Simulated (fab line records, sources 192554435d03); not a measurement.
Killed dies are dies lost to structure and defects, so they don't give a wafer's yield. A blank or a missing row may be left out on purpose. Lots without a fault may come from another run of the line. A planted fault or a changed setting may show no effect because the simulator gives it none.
Which tool did it? | flow n5_finfet | 11 lots, 30 wafers sampled, at 6 steps of a route of 1938

WHAT THE GAUGES READ, wafer by wafer
N5_MOL_CONTACT_COAG_THK_MEAS_53.
lot  | measured     | on            | VIA_MOL_THK (nm)
L137 | day 5 11:32  | film_metro-01 | 44.8 44.3 45.9
L138 | day 5 19:22  | film_metro-01 | 44.1 43.3 44.6
L139 | day 6 03:30  | film_metro-02 | 44.6 45.6 44.7
L140 | day 6 06:41  | film_metro-02 | 44.3 45.3
L143 | day 6 22:50  | film_metro-01 | 44.1 44.3 45.3
L145 | day 7 09:34  | film_metro-02 | 45.5 45.2 45.7
L146 | day 7 15:44  | film_metro-01 | 44.4 43.7 43.6
L148 | day 8 08:56  | film_metro-01 | 43.2 43.7
L149 | day 8 15:19  | film_metro-01 | 43.7 44.6
L155 | day 9 21:17  | film_metro-02 | 43.4 43.8 43.0
L156 | day 10 05:08 | film_metro-02 | 42.8 44.0 44.7

N5_BEOL_M0_SAQP_CD_MEAS_14: target cd 42.5 nm.
lot  | measured     | on        | cd_nm (nm)
L137 | day 5 16:26  | cd_sem-02 | 42.3 41.9 42.6
L138 | day 5 23:46  | cd_sem-02 | 42.6 42.6 42.2
L139 | day 6 08:23  | cd_sem-01 | 42.0 41.7 42.9
L140 | day 6 12:19  | cd_sem-02 | 42.6 42.0
L143 | day 7 03:33  | cd_sem-03 | 42.5 42.3 41.8
L145 | day 7 17:47  | cd_sem-02 | 42.4 42.2 40.2
L146 | day 7 19:55  | cd_sem-01 | 42.2 42.6 42.2
L148 | day 8 13:53  | cd_sem-01 | 40.6 40.6
L149 | day 8 19:44  | cd_sem-01 | 42.2 40.1
L155 | day 10 04:11 | cd_sem-02 | 42.2 41.9 42.2
L156 | day 10 10:32 | cd_sem-02 | 42.3 42.0 41.9

N5_BEOL_M4_RC_MEAS_101.
lot  | measured     | on        | DIBL_N (mV/V)  | DIBL_P (mV/V)  | IOFF_N (nA/um) | IOFF_P (nA/um) | ION_N (uA/um) | ION_P (uA/um) | SS_N (mV/dec)  | SS_P (mV/dec)  | VT_N (mV)   | VT_P (mV)
L137 | day 8 04:34  | prober-02 | 36.5 33.4 36.5 | 37.5 33.1 38.6 | 0.17 0.12 0.18 | 0.24 0.17 0.25 | 679 663 687   | 464 456 474   | 71.8 70.4 72.3 | 73.7 72.9 74.1 | 250 253 248 | -249 -252 -248
L138 | day 8 07:59  | prober-01 | 33.2 37.2 36.4 | 32.2 35.9 34.9 | 0.12 0.19 0.16 | 0.18 0.24 0.21 | 673 680 650   | 469 459 453   | 70.8 72.0 72.1 | 72.8 73.8 73.5 | 252 247 252 | -250 -247 -248
L139 | day 8 14:15  | prober-02 | 37.4 37.7 38.5 | 38.2 37.8 39.6 | 0.21 0.21 0.21 | 0.25 0.24 0.27 | 689 677 676   | 473 462 464   | 72.0 71.7 71.7 | 73.7 74.5 74.2 | 246 246 247 | -248 -248 -248
L140 | day 8 17:31  | prober-01 | 39.1 42.2      | 41.1 45.0      | 0.22 0.32      | 0.29 0.39      | 697 706       | 481 481       | 73.0 72.5      | 74.9 75.2      | 247 239     | -246 -243
L143 | day 9 12:47  | prober-02 | 35.1 37.5 36.2 | 33.5 37.5 37.8 | 0.12 0.18 0.16 | 0.18 0.23 0.27 | 644 682 666   | 447 466 462   | 71.4 71.3 71.3 | 72.5 74.2 73.7 | 254 248 251 | -253 -246 -248
L145 | day 9 20:46  | prober-02 | 33.0 36.3 32.5 | 34.0 37.1 33.9 | 0.11 0.16 0.10 | 0.16 0.20 0.16 | 653 671 642   | 447 453 447   | 71.5 72.5 70.7 | 72.6 73.0 72.7 | 256 251 259 | -253 -250 -255
L146 | day 10 11:07 | prober-02 | 34.3 30.9 33.7 | 34.2 31.0 33.4 | 0.13 0.09 0.12 | 0.17 0.13 0.16 | 663 653 652   | 458 452 451   | 71.1 69.9 70.4 | 72.9 71.7 72.2 | 251 259 254 | -251 -255 -253
L148 | day 10 23:02 | prober-02 | 32.4 35.7      | 33.3 38.3      | 0.12 0.16      | 0.17 0.24      | 661 665       | 462 465       | 70.8 71.5      | 72.3 73.6      | 253 250     | -253 -250
L149 | day 10 23:08 | prober-01 | 34.4 39.4      | 32.6 38.4      | 0.11 0.18      | 0.14 0.22      | 662 683       | 457 460       | 70.9 72.2      | 72.1 73.1      | 255 246     | -254 -250
L155 | day 12 12:53 | prober-02 | 39.2 34.4 37.5 | 41.4 30.3 36.4 | 0.22 0.11 0.17 | 0.33 0.14 0.21 | 688 631 666   | 483 437 456   | 71.9 71.8 71.4 | 74.8 72.3 74.4 | 243 258 249 | -246 -258 -252
L156 | day 12 18:19 | prober-01 | 31.2 35.9 32.0 | 31.0 34.0 33.4 | 0.07 0.13 0.08 | 0.13 0.16 0.18 | 635 634 628   | 448 435 445   | 70.2 71.8 71.0 | 72.3 72.8 72.4 | 263 257 260 | -256 -255 -252

WHICH TOOL RAN EACH LOT (tool, then ch and the chambers of the sampled wafers, then the start)
lot  | N5_MOL_CONTACT_COAG_CMP_52    | N5_BEOL_M0_SAQP_HM_DEP_02    | N5_BEOL_M0_SAQP_PEB_12
L137 | cmp-01 ch 1,2, day 5 11:15    | pvd_sputter-03, day 5 15:45  | litho_track-02 ch 0, day 5 16:22
L138 | cmp-01 ch 1,2, day 5 19:05    | pvd_sputter-02, day 5 23:02  | litho_track-03 ch 0, day 5 23:41
L139 | cmp-04 ch 0,1,3, day 6 03:13  | pvd_sputter-01, day 6 07:34  | litho_track-01 ch 0, day 6 08:19
L140 | cmp-03 ch 0,1, day 6 06:26    | pvd_sputter-03, day 6 11:37  | litho_track-02 ch 0, day 6 12:14
L143 | cmp-03 ch 0,2, day 6 22:33    | pvd_sputter-02, day 7 02:37  | litho_track-02 ch 0, day 7 03:29
L145 | cmp-01 ch 0,3, day 7 09:17    | pvd_sputter-03, day 7 16:58  | litho_track-02 ch 0, day 7 17:44
L146 | cmp-04 ch 2,3, day 7 15:28    | pvd_sputter-03, day 7 19:13  | litho_track-03 ch 0, day 7 19:50
L148 | cmp-04 ch 1,3, day 8 08:44    | pvd_sputter-03, day 8 13:04  | litho_track-02 ch 0, day 8 13:49
L149 | cmp-03 ch 0,3, day 8 15:10    | pvd_sputter-01, day 8 18:57  | litho_track-02 ch 0, day 8 19:40
L155 | cmp-04 ch 0,2,3, day 9 21:01  | pvd_sputter-03, day 10 03:15 | litho_track-03 ch 0, day 10 04:07
L156 | cmp-03 ch 0,1,3, day 10 04:55 | pvd_sputter-02, day 10 09:37 | litho_track-03 ch 0, day 10 10:28
- N5_MOL_CONTACT_COAG_CMP_52: polishes, stops on SiO2, t overpolish 1.5 s, target thk 66.5 nm.
- N5_BEOL_M0_SAQP_HM_DEP_02: deposits TiN, target thk 12 nm.
- N5_BEOL_M0_SAQP_PEB_12: peb time 60 s.

WHAT THE TOOLS THEMSELVES READ (means of the sampled wafers that have a number; where no wafer has one, the mark that the record gives instead)
N5_MOL_CONTACT_COAG_CMP_52.
lot  | tool   | motor_current_A (A) | overpolish_run_s (s) | retaining_ring_pressure_frac | time_to_endpoint_s (s)
L137 | cmp-01 | 13.0                | 1.499                | 1.003                        | 14
L138 | cmp-01 | 13.0                | 1.500                | 1.000                        | 16
L139 | cmp-04 | 11.9                | 1.502                | 1.001                        | 16
L140 | cmp-03 | 12.7                | 1.493                | 1.000                        | 12
L143 | cmp-03 | 12.7                | 1.509                | 0.997                        | 13
L145 | cmp-01 | 9.6                 | 1.497                | 1.000                        | 12
L146 | cmp-04 | 12.0                | 1.496                | 1.004                        | 14
L148 | cmp-04 | 11.5                | 1.497                | 1.002                        | 15
L149 | cmp-03 | 12.9                | 1.498                | 1.003                        | 8
L155 | cmp-04 | 12.0                | 1.492                | 1.001                        | 14
L156 | cmp-03 | 12.4                | 1.497                | 1.006                        | 11

N5_BEOL_M0_SAQP_HM_DEP_02.
lot  | tool           | throttle_valve_pct (%)
L137 | pvd_sputter-03 | 32.6
L138 | pvd_sputter-02 | 30.3
L139 | pvd_sputter-01 | 29.0
L140 | pvd_sputter-03 | 32.6
L143 | pvd_sputter-02 | 31.0
L145 | pvd_sputter-03 | 29.7
L146 | pvd_sputter-03 | 29.6
L148 | pvd_sputter-03 | 30.0
L149 | pvd_sputter-01 | 29.0
L155 | pvd_sputter-03 | 30.3
L156 | pvd_sputter-02 | 30.4

THE ANSWER, worked out from the rows above alone
Rule: what is usual is taken from the lots themselves. Put in order of their means at a reading, lots are off if they are a third of the lots or fewer, leave a main group of 4 or more, and stand apart from it by a gap of 3 or more times the standard deviation of the main group's means; of several such gaps the widest counts. A main group whose means are all the same, to the digits that the tables above print for the reading, isn't used. A lot without any number at a reading at which 4 lots or more have one is off too. The other lots that the step has rows for count as sound. The gauges are gone through in route order, then the tools' own readings, and for those a lot's mean is taken as printed above. The first step at which some lot is off is used, and at that step the reading that is off furthest; a lot without a number counts as furthest.
Off: L145, L148, L149, at N5_BEOL_M0_SAQP_CD_MEAS_14 (cd_nm). The main group: mean 42.2 nm, standard deviation 0.12.
A tool fits if, at a process step before that reading, it ran every lot that is off, and no sound lot after the first of them. The gauges at N5_BEOL_M0_SAQP_CD_MEAS_14 are tried like those tools. One fits: litho_track-02 at N5_BEOL_M0_SAQP_PEB_12. Its last sound lot is L143 (day 7 03:29), its first lot that is off L145 (day 7 17:44): a fault that began between those two fits.

WHAT THE SIMULATOR HAD PUT IN
Process parameter drift: litho_track-02, from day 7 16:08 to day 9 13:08, at N5_BEOL_M0_SAQP_PEB_12. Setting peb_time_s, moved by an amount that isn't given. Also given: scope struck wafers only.
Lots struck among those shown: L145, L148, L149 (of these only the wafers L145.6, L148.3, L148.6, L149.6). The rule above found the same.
